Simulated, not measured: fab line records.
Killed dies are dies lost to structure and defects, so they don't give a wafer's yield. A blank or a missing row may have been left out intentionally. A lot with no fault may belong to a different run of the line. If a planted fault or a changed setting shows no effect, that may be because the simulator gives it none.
fab line records	flow nand-harc
[record] lots = 6	wafers = 16	last-day = 26
route steps=1159 shown A_WL_FILL@828 A_CONTACT@840 END@1159
lots with no fault: from the same line, run without faults
start-h: hours from the record's first day to the start of the lot's first wafer shown	wait-h: hours elapsed since this lot's preceding step	" identical to the entry in the row above	L1.1+2: several wafers, shown together as one row	- no value, or no start was given	* or withheld: withheld	< > ~ a bound
route shown NAME@n: names a module that has steps shown in the file, with the first one's number in the route	usual: the fault-free wafers' mean and standard deviation	same: alike in all rows	chamber/n: place in a boat	sites: each site's reading	_std_site: their standard deviation	_edge_site: the outer-site mean with the inner-site mean subtracted	radius-mm: for every site, how far away it sits from the centre of the wafer	mask NAME#n: copy n	behind: tool/chamber where the wafer was last shaped	hold: why the lot went on hold/how many hours it stayed there/how the hold came to an end	device: the transistor (n, p or np) that didn't switch	end of line: at the end of the route, the tests of the same wafers	a step with no rows: only its recipe	killed: count of dies lost to structure and defects at first sort (not the wafer's yield)	map: a wafer's dies, x killed, . not, _ none there
set.NAME: the run value of the setting; set.NAME@STEP: its run value at that earlier step	model.NAME: the simulator's own value behind a step, which no gauge read
certain route steps with their lots: each step a table, each wafer a row
services: from which hour (start-h, from the record's first day; less than 0 if before it) a tool's chamber was out of use, for how many hours, and why
[[steps]]
[step NHARC_A_WL_FILL_CVD_23]
[recipe] target-thk-a = 400	temp-c = 620	pressure-mtorr = 200	time-s = 800	material = poly-Si
[step NHARC_A_WL_FILL_ETCHBACK_26]
[recipe] target-depth-a = 520	time-s = 13.3	hbr-flow-sccm = 150	rf-w = 350	icp-w = 350	bias-w = 60	chemistry = HBr
[usual] drypump-motor-current-A = 5.8/0.45	oes-product-au = 1.001/0.014	throttle-valve-pct = 23.267/0.0089
lot.wafer	tool	chamber	start-h	wait-h	drypump-motor-current-A	oes-product-au	rf-hours-counter-h	throttle-valve-pct
L848.2	rie-si-04	1	364.08	0.5	5.1	1.000	0.8	23.264
L848.5	"	2	"	"	6.0	0.996	-	23.265
L848.6	"	3	"	"	5.0	0.985	-	23.249
L854.4	rie-si-06	2	414.64	0.4	6.1	1.020	0.2	23.280
L854.1	"	3	"	"	5.1	1.021	0.2	23.262
L854.2	"	0	"	"	6.4	1.011	0.3	23.262
L857.2	rie-si-01	0	433.53	0.4	5.9	0.989	0.8	23.258
L857.5	"	0	"	"	5.9	0.993	-	23.259
L859.1	rie-si-06	3	433.56	0.4	5.1	1.019	0.4	23.265
L859.5	"	1	"	"	5.9	1.005	-	23.248
L868.4	rie-si-06	1	505.88	0.4	5.9	1.014	0.9	23.274
L868.1	"	0	"	"	6.4	1.012	1.1	23.280
L868.5	"	2	"	"	6.1	1.024	-	23.264
L869.1	rie-si-04	0	514.04	0.4	5.7	0.972	0.3	23.269
L869.3	"	2	"	"	6.0	1.005	0.5	23.283
L869.5	"	1	"	"	5.1	1.008	-	23.281
[step NHARC_A_WL_FILL_PRECLEAN_30]
[recipe] time-s = 10	chemistry = dHF
[step NHARC_A_WL_FILL_SRD_14]
[step NHARC_A_WL_FILL_ALD_19]
[recipe] target-thk-a = 20	pulse-time-s = 3	ald-cycles = 100	temp-c = 450	material = TiN
[usual] heater-power-outer-w = 675/74	heater-power-w = 1089/110	precursor-pulse-height-rel = 0.999/0.022
lot.wafer	tool	chamber	start-h	wait-h	heater-power-outer-w	heater-power-w	precursor-pulse-height-rel
L848.2	ald-metal-03	2	364.37	0.2	663	1065	0.987
L848.6	"	1	"	"	768	1133	0.983
L848.5	"	2	"	"	657	1040	0.959
L854.4	ald-metal-02	1	414.90	0.1	797	1259	1.032
L854.1	"	2	"	"	701	1173	0.971
L854.2	"	3	"	"	544	889	1.012
L859.1	ald-metal-03	2	433.79	0.1	655	1042	1.015
L859.5	"	2	"	"	655	1013	0.994
L857.2	ald-metal-01	3	433.79	0.1	671	1125	1.039
L857.5	"	0	"	"	580	954	0.983
L868.1	ald-metal-01	3	506.16	0.1	704	1086	1.031
L868.4	"	1	"	"	737	1163	1.037
L868.5	"	2	"	"	757	1157	0.988
L869.3	ald-metal-01	2	514.36	0.1	750	1232	1.007
L869.1	"	0	"	"	558	877	0.968
L869.5	"	3	"	"	698	1089	0.983
[step NHARC_A_WL_FILL_CVD_20]
[recipe] target-thk-a = 750	temp-c = 300	pressure-torr = 40	wf6-flow-sccm = 40	h2-flow-sccm = 1600	ar-flow-sccm = 1560	time-s = 5064	material = W
[usual] heater-power-outer-w = 287/21	heater-power-w = 520/37	throttle-valve-pct = 7.74/0.2
lot.wafer	tool	chamber	start-h	wait-h	heater-power-outer-w	heater-power-w	throttle-valve-pct
L848.2	cvd-w-02	0	-	-	279	507	7.84
L848.5	"	0	"	"	280	500	7.83
L848.6	"	1	"	"	329	579	7.76
L854.1	cvd-w-01	1	-	-	295	535	8.00
L854.2	"	0	"	"	247	470	7.47
L854.4	"	0	"	"	255	479	7.86
L857.2	cvd-w-01	1	-	-	302	542	8.48
L857.5	"	1	"	"	301	536	7.91
L859.1	cvd-w-02	0	-	-	287	491	7.67
L859.5	"	1	"	"	304	544	7.53
L868.1	cvd-w-02	0	-	-	276	508	7.60
L868.4	"	0	"	"	278	507	7.77
L868.5	"	1	"	"	302	556	7.53
L869.1	cvd-w-02	0	-	-	280	512	7.78
L869.3	"	0	"	"	280	504	7.51
L869.5	"	0	"	"	275	503	7.80
[step NHARC_A_WL_FILL_CMP_12]
[recipe] t-overpolish-s = 30	target-thk-nm = 75
[usual] motor-current-A = 11.6/0.8	overpolish-run-s = 30.000/0.0084	slurry-flow-ml-min = 150.0/0.45	time-to-endpoint-s = 14.5/2.1
[same] t-overpolish-s = 30
lot.wafer	tool	chamber	start-h	wait-h	motor-current-A	overpolish-run-s	slurry-flow-ml-min	time-to-endpoint-s
L848.2	cmp-01	2	373.82	4.3	12.1	29.987	150.1	14.0
L848.5	"	0	"	"	11.7	29.994	150.9	14.0
L848.6	"	1	"	"	11.2	30.019	149.3	15.0
L854.4	cmp-01	0	424.19	2.2	11.1	30.014	150.9	13.4
L854.1	"	1	"	"	11.6	30.005	150.3	19.9
L854.2	"	2	"	"	11.8	29.989	150.0	16.8
L859.1	cmp-02	1	439.10	3.7	12.4	30.004	149.8	16.5
L859.5	"	2	"	"	13.8	29.997	150.1	14.6
L857.2	cmp-01	0	439.63	4.3	12.0	29.985	149.2	12.4
L857.5	"	2	"	"	11.8	29.997	150.5	13.7
L868.1	cmp-01	1	511.40	4.3	11.0	30.007	150.4	13.8
L868.4	"	3	"	"	11.9	29.995	149.8	11.8
L868.5	"	1	"	"	10.8	29.988	150.2	13.1
L869.3	cmp-01	3	524.47	2.2	11.1	30.003	149.6	14.2
L869.1	"	1	"	"	10.9	30.015	149.9	17.8
L869.5	"	0	"	"	11.0	29.990	151.0	15.2
[step NHARC_A_WL_FILL_SRD_31]
[step NHARC_A_WL_FILL_INSPECT_15]
[usual] raw-defect-count = 384/130
lot.wafer	tool	chamber	start-h	wait-h	raw-defect-count
L848.2	defect-inspect-02	-	374.26	0.0	460
L848.5	"	-	"	"	409
L848.6	"	-	"	"	342
L854.1	defect-inspect-02	-	424.65	0.0	257
L854.2	"	-	"	"	283
L854.4	"	-	"	"	387
L859.1	defect-inspect-01	-	439.53	0.0	764
L859.5	"	-	"	"	443
L857.2	defect-inspect-02	-	440.06	0.1	399
L857.5	"	-	"	"	299
L868.1	defect-inspect-02	-	511.86	0.0	423
L868.4	"	-	"	"	429
L868.5	"	-	"	"	268
L869.1	defect-inspect-02	-	524.94	0.0	368
L869.3	"	-	"	"	307
L869.5	"	-	"	"	347
[step NHARC_A_CONTACT_DEP_24]
[recipe] target-thk-a = 5000	temp-c = 400	pressure-torr = 6.5	rf-w = 900	teos-flow-sccm = 161.4	flow-sccm = 2650	target-thk-nm = 500	gas = O2	material = SiO2
[usual] heater-power-outer-w = 271/47	heater-power-w = 524/69	rf-fwd-power-W = 898.5/2.5	showerhead-vpp-V = 1859/83	throttle-valve-pct = 15.7/0.56
lot.wafer	tool	chamber	start-h	wait-h	heater-power-outer-w	heater-power-w	rf-fwd-power-W	showerhead-vpp-V	throttle-valve-pct
L848.2	pecvd-03	2	374.33	0.1	267	524	898.2	1883	16.0
L848.5	"	2	"	"	272	544	902.2	1855	16.2
L848.6	"	0	"	"	326	580	894.5	1895	16.6
L854.1	pecvd-02	2	424.71	0.1	182	388	899.8	1947	15.5
L854.2	"	1	"	"	243	510	892.7	1891	15.5
L854.4	"	1	"	"	269	544	892.2	1942	15.2
L859.1	pecvd-02	0	439.72	0.2	358	647	538.0	1318	15.1
L859.5	"	2	"	"	182	400	896.7	1907	15.2
L857.2	pecvd-02	0	440.12	0.1	396	714	537.1	1313	14.9
L857.5	"	2	"	"	172	383	894.3	1944	15.5
L868.1	pecvd-01	0	512.00	0.1	275	515	900.2	1766	15.8
L868.5	"	0	"	"	284	533	900.1	1740	15.8
L868.4	"	1	"	"	335	571	900.0	1869	16.3
L869.3	pecvd-01	2	525.01	0.1	345	667	901.6	1929	15.6
L869.1	"	0	"	"	298	545	899.9	1711	15.9
L869.5	"	0	"	"	195	406	899.9	1720	15.9
[step NHARC_A_CONTACT_DEP_28]
[recipe] target-thk-a = 36000	temp-c = 400	material = aC
[usual] throttle-valve-pct = 35.000/0.0083
lot.wafer	tool	chamber	start-h	wait-h	hold	throttle-valve-pct
L848.2	acl-dep-02	0	377.72	2.8	-	34.991
L848.5	"	0	378.82	3.9	-	34.984
L848.6	"	0	"	"	-	35.004
L854.1	acl-dep-03	0	426.02	0.8	-	35.001
L854.2	"	0	"	"	-	34.984
L854.4	"	0	"	"	-	35.009
L857.2	acl-dep-02	0	443.90	3.1	await-dispo/2.6h/release	34.992
L857.5	"	0	444.98	4.1	await-dispo/2.6h/release	34.992
L859.1	acl-dep-01	0	445.51	5.2	await-dispo/4.7h/release	35.007
L859.5	"	0	447.00	6.7	await-dispo/4.7h/release	35.003
L868.1	acl-dep-03	0	514.47	2.0	-	35.004
L868.4	"	0	515.59	3.1	-	35.011
L868.5	"	0	"	"	-	35.012
L869.1	acl-dep-02	0	526.86	1.3	-	35.005
L869.3	"	0	"	"	-	35.016
L869.5	"	0	"	"	-	35.003
[step NHARC_END_SORT_01]
[recipe] temp-c = 25
[usual] killed-at-array = 27/11	killed-at-other = 0.6/1	killed-at-periphery = 3.0/2.1	killed-dies = 31/12	killed-open = 3.2/1.7	killed-short = 1.7/1.4
[same] gross-dies = 677
lot.wafer	tool	chamber	start-h	wait-h	killed-at-array	killed-at-other	killed-at-periphery	killed-dies	killed-open	killed-short
L848.2	prober-02	0	469.42	2.8	35	0	3	38	2	0
L848.5	prober-02	0	471.81	3.7	28	0	2	30	2	1
L848.6	prober-02	0	472.60	4.0	16	0	6	22	2	1
L854.1	prober-02	0	504.62	2.5	23	0	2	25	1	1
L854.2	prober-02	0	505.40	2.8	20	0	2	22	2	1
L854.4	prober-02	0	506.97	3.3	31	0	5	36	4	5
L859.1	prober-02	0	526.30	2.5	20	1	1	22	6	2
L859.5	prober-02	0	529.45	3.7	15	0	2	17	5	2
L857.2	prober-01	0	528.89	2.8	22	1	2	25	5	0
L857.5	prober-01	0	531.31	3.7	18	1	1	20	3	0
L869.1	prober-02	0	619.07	2.5	27	1	1	29	3	2
L869.3	prober-02	0	620.66	3.1	13	3	1	17	3	0
L869.5	prober-02	0	622.26	3.7	22	0	1	23	1	1
// killed by level:class
L848.2 A_CHANNEL_HOLE_D1:chamber-film-flake=16 A_SLIT:chamber-film-flake=12 A_CONTACT:geometric-particle:open=2 P_M1:chamber-film-flake=2 A_WL_FILL:chamber-film-flake=2 P_STI:chamber-film-flake=1 A_ZERO_WELL:chamber-film-flake=1 A_CHANNEL_FILL_D1:chamber-film-flake=1
L848.5 A_CHANNEL_HOLE_D1:chamber-film-flake=14 A_SLIT:chamber-film-flake=9 A_CONTACT:geometric-particle:open=2 A_CHANNEL_FILL_D1:geometric-particle:short=1 P_ZERO_WELL:chamber-film-flake=1 P_M1:chamber-film-flake=1 A_ZERO_WELL:chamber-film-flake=1 A_CONTACT:chamber-film-flake=1
L848.6 A_SLIT:chamber-film-flake=6 A_CHANNEL_HOLE_D1:chamber-film-flake=5 P_M1:chamber-film-flake=2 A_STAIRCASE:chamber-film-flake=2 P_GATE:geometric-particle:open=1 P_M0:geometric-particle:short=1 A_BLC:geometric-particle:open=1 P_ZERO_WELL:chamber-film-flake=1
L854.1 A_SLIT:chamber-film-flake=11 A_CHANNEL_HOLE_D1:chamber-film-flake=6 A_STAIRCASE:chamber-film-flake=4 P_ZERO_WELL:chamber-film-flake=2 A_ONON_D1:geometric-particle:short=1 A_CONTACT:geometric-particle:open=1
L854.2 A_SLIT:chamber-film-flake=9 A_STAIRCASE:chamber-film-flake=3 P_ZERO_WELL:chamber-film-flake=2 A_CHANNEL_FILL_D1:chamber-film-flake=2 A_ONON_D1:geometric-particle:open=1 A_CHANNEL_HOLE_D1:geometric-particle:open=1 A_WL_FILL:geometric-particle:short=1 A_ZERO_WELL:chamber-film-flake=1
L854.4 A_SLIT:chamber-film-flake=16 P_ZERO_WELL:chamber-film-flake=3 A_WL_FILL:geometric-particle:short=3 A_CHANNEL_HOLE_D1:chamber-film-flake=3 A_M0:geometric-particle:open=2 P_M0:geometric-particle:open=1 A_CHANNEL_FILL_D1:geometric-particle:short=1 A_CONTACT:geometric-particle:open=1
L859.1 A_CHANNEL_HOLE_D1:chamber-film-flake=5 A_STAIRCASE:chamber-film-flake=5 A_CONTACT:geometric-particle:open=3 A_CONTACT:chamber-film-flake=2 P_CONTACT:geometric-particle:open=1 A_ONON_D1:geometric-particle:open=1 A_CHANNEL_FILL_D1:geometric-particle:open=1 A_CHANNEL_FILL_D1:geometric-particle:short=1
L857.2 A_CHANNEL_HOLE_D1:chamber-film-flake=12 A_CONTACT:chamber-film-flake=3 A_CONTACT:geometric-particle:open=2 A_STAIRCASE:chamber-film-flake=2 P_M0:geometric-particle:open=1 A_WL_FILL:geometric-particle:open=1 A_M1:geometric-particle:open=1 P_ZERO_WELL:chamber-film-flake=1
L859.5 A_CHANNEL_HOLE_D1:chamber-film-flake=5 A_STAIRCASE:chamber-film-flake=2 P_CONTACT:geometric-particle:open=1 A_ONON_D1:geometric-particle:short=1 A_CHANNEL_FILL_D1:geometric-particle:short=1 A_CHANNEL_FILL_D1:geometric-particle:open=1 A_SLIT:geometric-particle:open=1 A_WL_FILL:geometric-particle:open=1
L857.5 A_CHANNEL_HOLE_D1:chamber-film-flake=12 A_CONTACT:chamber-film-flake=4 P_STI:geometric-particle:open=1 A_CONTACT:geometric-particle:open=1 STARTING-WAFER:geometric-particle:open=1 A_STAIRCASE:chamber-film-flake=1
L869.1 A_CHANNEL_HOLE_D1:chamber-film-flake=12 A_CONTACT:chamber-film-flake=7 A_STAIRCASE:chamber-film-flake=3 A_M0:geometric-particle:open=2 P_M0:geometric-particle:short=1 A_ONON_D1:geometric-particle:short=1 A_BLC:geometric-particle:open=1 A_WL_FILL:chamber-film-flake=1
L869.3 A_CONTACT:chamber-film-flake=5 A_CHANNEL_HOLE_D1:chamber-film-flake=4 A_M0:geometric-particle:open=2 THIN_TSV:chamber-film-flake=2 P_M0:geometric-particle:open=1 A_STAIRCASE:chamber-film-flake=1 A_BONDPAD:chamber-film-flake=1 HYBRID_BOND:latent=1
L869.5 A_CHANNEL_HOLE_D1:chamber-film-flake=7 A_STAIRCASE:chamber-film-flake=5 A_CONTACT:chamber-film-flake=5 A_SGD_CUT:chamber-film-flake=2 A_STAIRCASE:geometric-particle:short=1 A_CONTACT:geometric-particle:open=1 P_BONDPAD:chamber-film-flake=1 A_SLIT:chamber-film-flake=1
[[services]]
tool	chamber	start-h	hours	kind
ald-metal-03	3	340.79	22.1	repair
acl-dep-02	-	349.58	13.0	pm
rie-si-06	-	360.03	9.0	pm
ald-metal-02	-	364.00	10.0	pm
cmp-01	-	377.21	4.0	pm
cvd-w-02	-	378.42	13.0	pm
cmp-01	-	402.32	5.7	repair
acl-dep-03	-	405.51	13.0	pm
cmp-01	-	414.89	0.5	repair
pecvd-01	-	418.23	13.0	pm
ald-metal-03	3	428.63	3.1	repair
ald-metal-03	3	439.35	3.7	repair
rie-si-04	3	449.71	5.3	repair
rie-si-04	-	453.00	9.0	pm
pecvd-02	2	453.91	2.9	repair
ald-metal-01	-	458.15	10.0	pm
pecvd-03	-	473.08	13.0	pm
cvd-w-01	-	474.06	13.0	pm
cmp-01	-	475.21	4.0	pm
pecvd-01	-	486.28	1.0	repair
rie-si-04	0	487.73	1.5	repair
ald-metal-03	-	491.33	2.5	repair
ald-metal-03	-	500.00	10.0	pm
pecvd-02	-	515.05	13.0	pm
[[key]]
[first-sign] step = NHARC_A_CONTACT_DEP_24	reading = rf-fwd-power-W	direction = down	sigmas = 99+	usual = *	struck = *
[effect] step = NHARC_A_CONTACT_DEP_24	reading = showerhead-vpp-V	direction = down	sigmas = 6.5	usual = 1859	struck = 1315
met-at NHARC_A_CONTACT_DEP_24
struck-wafers L857.2,L859.1
tester-left-out L857,L859
[fault] kind = process-parameter-drift	tool = pecvd-02	chamber = 0	onset-h = 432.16	steps = NHARC_A_CONTACT_DEP_24	channel = rf-w	offset = *	shape = step	end-h = 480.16	acts-in = *	stated = *
// tester-left-out: of these lots the tester's yield and bins aren't shown, on N5 and GAA mostly nor the transistor test; their killed dies are dies lost to structure and defects alone, not to doping, threshold or leakage, so they don't give the yield
